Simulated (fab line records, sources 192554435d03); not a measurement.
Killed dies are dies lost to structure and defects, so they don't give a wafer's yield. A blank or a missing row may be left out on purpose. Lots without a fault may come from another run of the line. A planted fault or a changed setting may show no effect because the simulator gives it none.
Chamber matching | flow n5_finfet | N5_STI_FIN_REVEAL_ALD_00 on ald_sin-04: 4 sister chambers
The step deposits SiO2, target thk 1 nm, pulse time 1 s. 4 wafers are shown with their chamber, then 10 later ones without.

WAFERS WITH THEIR CHAMBER
wafer  | chamber | heater_power_w (W)
L079.6 | 2       | 422
L087.5 | 3       | 423
L088.1 | 0       | 509
L088.2 | 1       | 385

WAFERS WITHOUT THEIR CHAMBER
wafer  | heater_power_w (W)
L088.4 | 505
L089.1 | 419
L089.2 | 415
L089.6 | 391
L091.2 | 394
L091.4 | 493
L091.6 | 502
L092.3 | 500
L092.4 | 392
L092.5 | 496

WHICH CHAMBER EACH WENT THROUGH
wafer  | from the rows above     | in truth
L088.4 | 0                       | 0
L089.1 | can't be placed: 2 or 3 | 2
L089.2 | can't be placed: 2 or 3 | 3
L089.6 | 1                       | 1
L091.2 | 1                       | 1
L091.4 | 0                       | 0
L091.6 | 0                       | 0
L092.3 | 0                       | 0
L092.4 | 1                       | 1
L092.5 | 0                       | 0
Placed correctly: 8 of 10. Can't be placed from these rows: 2 (the true chamber is among the candidates in 2). Placed wrongly: 0.
How it was worked out, from the rows above alone: a wafer's distance from a chamber is the root of the sum, over the readings, of the square of ((its reading less the chamber's mean) divided by the reading's scatter). The wafer belongs to the nearest chamber; if the next one is less than 2 further off, it can't be placed. A chamber's mean is the mean of its shown wafers. The scatter: with one shown wafer a chamber, the root of the mean of the squares of how far each hidden wafer lies from its nearest shown one.
